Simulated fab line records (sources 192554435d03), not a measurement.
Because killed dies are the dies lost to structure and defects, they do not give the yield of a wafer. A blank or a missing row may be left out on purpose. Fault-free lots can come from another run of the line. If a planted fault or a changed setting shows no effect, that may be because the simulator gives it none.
What tool caused it? | flow n5-finfet | 23 lots with 69 wafers sampled at 4 steps, on a route of 1938 steps

WHAT THE GAUGES SHOWED, per wafer
N5_STI_FIN_REVEAL_CD_MEAS_22: target cd 6.238 nm, pitch 28 nm.
lot  | measured    | on        | cd-nm (nm)
L074 | day 2 12:42 | cd-sem-01 | 6.28 6.35 5.26
L075 | day 2 18:20 | cd-sem-03 | 6.27 5.93 6.14
L076 | day 3 01:37 | cd-sem-03 | 6.52 6.86 6.05
L077 | day 3 09:20 | cd-sem-03 | 6.18 5.91 5.91
L078 | day 3 14:09 | cd-sem-03 | 6.45 6.10 6.34
L079 | day 3 20:10 | cd-sem-01 | 6.31 5.67 6.68
L081 | day 4 06:20 | cd-sem-01 | 5.81 5.59 6.16
L082 | day 4 13:38 | cd-sem-01 | 6.08 6.22 6.33
L083 | day 4 20:05 | cd-sem-02 | 6.56 6.23 6.10
L084 | day 5 02:05 | cd-sem-03 | 5.95 5.91 6.15
L085 | day 5 08:33 | cd-sem-03 | 5.93 6.18 6.30
L086 | day 5 21:56 | cd-sem-03 | 5.84 6.54 5.76
L087 | day 6 01:54 | cd-sem-02 | 6.76 6.22 5.88
L088 | day 6 04:23 | cd-sem-02 | 6.28 5.78 6.39
L089 | day 6 08:28 | cd-sem-02 | 6.28 6.38 6.32
L090 | day 6 14:50 | cd-sem-02 | 6.34 6.51 6.18
L091 | day 6 20:43 | cd-sem-02 | 6.50 6.25 6.16
L092 | day 7 02:25 | cd-sem-03 | 6.19 6.00 6.45
L093 | day 7 06:22 | cd-sem-02 | 5.84 6.24 6.54
L094 | day 7 12:31 | cd-sem-03 | 6.82 6.19 6.50
L095 | day 7 21:30 | cd-sem-02 | 6.26 6.05 6.43
L096 | day 8 01:52 | cd-sem-03 | 6.23 5.95 6.26
L097 | day 8 08:16 | cd-sem-03 | 5.95 6.24 6.26

N5_SD_EPI_P_INSPECT_11: inspects for defects (macro).
lot  | measured    | on                | raw-defect-count
L074 | day 3 08:28 | defect-inspect-02 | 1 1 6
L075 | day 3 12:33 | defect-inspect-01 | 2 1 5
L076 | day 3 17:15 | defect-inspect-01 | 2 2 1
L077 | day 4 01:09 | defect-inspect-01 | 5 1 2
L078 | day 4 06:23 | defect-inspect-02 | 3 2 2
L079 | day 4 12:14 | defect-inspect-01 | 2 0 3
L081 | day 4 23:25 | defect-inspect-02 | 1 4 1
L082 | day 5 10:59 | defect-inspect-01 | 3 6 3
L083 | day 5 17:24 | defect-inspect-02 | 3 3 3
L084 | day 5 22:28 | defect-inspect-02 | 3 0 1
L085 | day 6 04:29 | defect-inspect-02 | 3 1 0
L086 | day 6 14:26 | defect-inspect-01 | 2 0 3
L087 | day 6 18:31 | defect-inspect-01 | 0 4 3
L088 | day 6 22:25 | defect-inspect-01 | 2 0 2
L089 | day 7 02:12 | defect-inspect-02 | 2 5 0
L090 | day 7 09:37 | defect-inspect-01 | 2 2 1
L091 | day 7 13:40 | defect-inspect-01 | 4 1 4
L092 | day 7 18:53 | defect-inspect-01 | 1 4 3
L093 | day 8 00:35 | defect-inspect-02 | 3 2 2
L094 | day 8 06:41 | defect-inspect-02 | 2 1 1
L095 | day 8 14:54 | defect-inspect-01 | 1 2 1
L096 | day 8 18:18 | defect-inspect-01 | 2 5 0
L097 | day 8 23:58 | defect-inspect-01 | 2 3 1

WHAT TOOL EACH LOT RAN ON (gives the tool, then ch and the chambers of the sampled wafers, and finally the start)
lot  | N5_DUMMY_GATE_DESCUM_20           | N5_SD_EPI_N_SD_RECESS_17
L074 | rie-diel-02 ch 0,3, day 3 01:42   | rie-si-03 ch 0,3, day 3 04:44
L075 | rie-diel-02 ch 1,2,3, day 3 05:16 | rie-si-03 ch 1,2,3, day 3 08:29
L076 | rie-diel-04 ch 0,2, day 3 10:36   | rie-si-03 ch 1,2,3, day 3 13:32
L077 | rie-diel-04 ch 0,3, day 3 18:28   | rie-si-01 ch 0,1,2, day 3 21:32
L078 | rie-diel-04 ch 0,2,3, day 3 23:18 | rie-si-01 ch 0,1,2, day 4 02:35
L079 | rie-diel-04 ch 1,2,3, day 4 04:59 | rie-si-01 ch 1,2,3, day 4 08:23
L081 | rie-diel-02 ch 0,1,2, day 4 15:03 | rie-si-01 ch 0,3, day 4 18:14
L082 | rie-diel-02 ch 1,3, day 5 00:19   | rie-si-03 ch 0,1,2, day 5 07:03
L083 | rie-diel-01 ch 1,2,3, day 5 07:49 | rie-si-01 ch 1,2,3, day 5 12:29
L084 | rie-diel-04 ch 0,1,3, day 5 14:33 | rie-si-05 ch 1,2,3, day 5 18:51
L085 | rie-diel-04 ch 0,2,3, day 5 21:08 | rie-si-01 ch 0,2, day 6 00:43
L086 | rie-diel-04 ch 2,3, day 6 07:28   | rie-si-03 ch 0,2, day 6 10:41
L087 | rie-diel-02 ch 0,1,3, day 6 11:34 | rie-si-01 ch 0,1,2, day 6 14:43
L088 | rie-diel-01 ch 1,2,3, day 6 14:41 | rie-si-03 ch 0,2,3, day 6 17:49
L089 | rie-diel-01 ch 1,2,3, day 6 19:17 | rie-si-05 ch 0,1,2, day 6 22:26
L090 | rie-diel-02 ch 1,2,3, day 7 01:25 | rie-si-01 ch 0,2,3, day 7 04:49
L091 | rie-diel-04 ch 0,2,3, day 7 05:51 | rie-si-05 ch 0,2,3, day 7 08:48
L092 | rie-diel-01 ch 2,3, day 7 11:43   | rie-si-03 ch 0,2, day 7 14:52
L093 | rie-diel-04 ch 2,3, day 7 15:14   | rie-si-05 ch 1,2, day 7 18:43
L094 | rie-diel-02 ch 0,2, day 7 23:09   | rie-si-01 ch 1,2, day 8 02:47
L095 | rie-diel-02 ch 1,2, day 8 07:26   | rie-si-03 ch 2,3, day 8 11:02
L096 | rie-diel-02 ch 1,3, day 8 10:35   | rie-si-01 ch 1,3, day 8 13:32
L097 | rie-diel-01 ch 1,2,3, day 8 17:11 | rie-si-01 ch 0,1,2, day 8 20:21
- N5_DUMMY_GATE_DESCUM_20: chemistry O2, time 6.2 s.
- N5_SD_EPI_N_SD_RECESS_17: chemistry HBr/Cl2/O2, target depth 41 nm, time 23.7 s, bt time 3 s.

AS READ BY THE TOOLS THEMSELVES (means over the sampled wafers that have a number; for cases with no such wafer, the mark the record gives instead)
N5_DUMMY_GATE_DESCUM_20.
lot  | tool        | bias-power-w (W) | drypump-motor-current-A (A) | o2-flow-sccm (sccm) | oes-product-au (a.u.) | rf-vpp-V (V) | showerhead-plenum-p-Torr (Torr) | throttle-valve-pct (%)
L074 | rie-diel-02 | 20.02            | 5.7                         | 225.1               | 0.71                  | 244.3        | 2.14                            | 20.71
L075 | rie-diel-02 | 20.00            | 5.8                         | 224.6               | 0.73                  | 242.5        | 2.05                            | 20.48
L076 | rie-diel-04 | 20.08            | 5.8                         | 225.5               | 0.78                  | 242.6        | 2.08                            | 20.35
L077 | rie-diel-04 | 19.99            | 6.5                         | 225.2               | 0.81                  | 243.0        | 2.08                            | 20.27
L078 | rie-diel-04 | 20.02            | 6.2                         | 225.7               | 0.79                  | 243.2        | 2.08                            | 20.31
L079 | rie-diel-04 | 20.06            | 5.8                         | 225.1               | 0.86                  | 242.8        | 2.08                            | 20.37
L081 | rie-diel-02 | 20.07            | 5.7                         | 225.2               | 0.72                  | 243.8        | 2.06                            | 20.40
L082 | rie-diel-02 | 20.00            | 5.8                         | 225.3               | 0.74                  | 242.8        | 2.10                            | 20.64
L083 | rie-diel-01 | 19.95            | 6.5                         | 225.3               | 0.83                  | 243.0        | 2.09                            | 20.26
L084 | rie-diel-04 | 20.04            | 5.9                         | 224.3               | 0.83                  | 243.1        | 2.12                            | 20.41
L085 | rie-diel-04 | 20.00            | 6.1                         | 224.9               | 0.77                  | 242.7        | 2.07                            | 20.34
L086 | rie-diel-04 | 19.99            | 6.4                         | 224.9               | 0.79                  | 241.8        | 2.03                            | 20.26
L087 | rie-diel-02 | 19.98            | 5.7                         | 225.3               | 0.72                  | 243.7        | 2.10                            | 20.56
L088 | rie-diel-01 | 20.04            | 6.5                         | 224.4               | 0.82                  | 242.7        | 2.09                            | 20.28
L089 | rie-diel-01 | 20.01            | 6.5                         | 224.5               | 0.82                  | 243.6        | 2.09                            | 20.28
L090 | rie-diel-02 | 20.03            | 5.9                         | 225.0               | 0.80                  | 242.9        | 2.13                            | 20.40
L091 | rie-diel-04 | 19.98            | 6.2                         | 224.6               | 0.77                  | 242.3        | 2.07                            | 20.35
L092 | rie-diel-01 | 19.96            | 6.6                         | 224.9               | 0.78                  | 241.8        | 2.05                            | 20.10
L093 | rie-diel-04 | 19.96            | 6.3                         | 224.3               | 0.78                  | 242.0        | 2.03                            | 20.29
L094 | rie-diel-02 | 19.99            | 6.0                         | 224.9               | 0.84                  | 244.8        | 2.20                            | 20.35
L095 | rie-diel-02 | 20.01            | 5.9                         | 225.5               | 0.86                  | 244.4        | 2.17                            | 20.16
L096 | rie-diel-02 | 20.02            | 5.6                         | 225.0               | 0.73                  | 242.4        | 2.07                            | 20.38
L097 | rie-diel-01 | 19.97            | 6.5                         | 226.0               | 0.81                  | 242.6        | 2.08                            | 20.30

N5_SD_EPI_N_SD_RECESS_17.
lot  | tool      | HBr_flow_sccm (sccm) | drypump-motor-current-A (A) | oes-product-au (a.u.) | throttle-valve-pct (%)
L074 | rie-si-03 | 149.4                | 5.3                         | 0.999                 | 37.2
L075 | rie-si-03 | 150.1                | 6.0                         | 0.997                 | 37.0
L076 | rie-si-03 | 149.9                | 6.0                         | 1.001                 | 37.0
L077 | rie-si-01 | 149.9                | 5.7                         | 1.003                 | 36.8
L078 | rie-si-01 | 149.7                | 5.6                         | 1.002                 | 36.8
L079 | rie-si-01 | 149.9                | 5.5                         | 0.998                 | 36.9
L081 | rie-si-01 | 150.2                | 5.7                         | 1.001                 | 37.4
L082 | rie-si-03 | 149.9                | 5.7                         | 0.984                 | 37.2
L083 | rie-si-01 | 149.6                | 5.4                         | 1.001                 | 36.9
L084 | rie-si-05 | 149.3                | 5.7                         | 0.994                 | 37.2
L085 | rie-si-01 | 150.3                | 5.8                         | 0.998                 | 37.2
L086 | rie-si-03 | 149.7                | 5.2                         | 0.992                 | 37.3
L087 | rie-si-01 | 150.0                | 5.7                         | 1.005                 | 36.8
L088 | rie-si-03 | 150.1                | 5.5                         | 1.003                 | 37.0
L089 | rie-si-05 | 150.4                | 6.1                         | 1.004                 | 37.2
L090 | rie-si-01 | 150.1                | 5.6                         | 0.996                 | 37.3
L091 | rie-si-05 | 149.9                | 5.6                         | 0.991                 | 37.3
L092 | rie-si-03 | 150.0                | 5.2                         | 0.994                 | 37.3
L093 | rie-si-05 | 150.2                | 6.2                         | 1.006                 | 37.2
L094 | rie-si-01 | 150.0                | 5.5                         | 1.000                 | 36.7
L095 | rie-si-03 | 149.8                | 5.7                         | 1.008                 | 36.9
L096 | rie-si-01 | 150.0                | 5.3                         | 1.001                 | 36.7
L097 | rie-si-01 | 150.2                | 5.7                         | 0.996                 | 36.8

THE ANSWER, worked out from the rows above alone
Rule: what is usual is taken from the lots themselves. Put in order of their means at a reading, lots are off if they are a third of the lots or fewer, leave a main group of 4 or more, and stand apart from it by a gap of 3 or more times the standard deviation of the main group's means; of several such gaps the widest counts. If all means in a main group match to the digits the tables above print for the reading, that group is not used. Also off: a lot with no number at a reading for which 4 or more lots have one. All remaining lots with rows at the step are treated as sound. First the gauges in route order, then the tools' own readings, where a lot's mean is used as printed above. The first step at which some lot is off is used, and at that step the reading that is off furthest; a lot without a number counts as furthest.
Nothing can be told from this: no lot is off at any reading shown.

WHAT HAD BEEN PUT IN BY THE SIMULATOR
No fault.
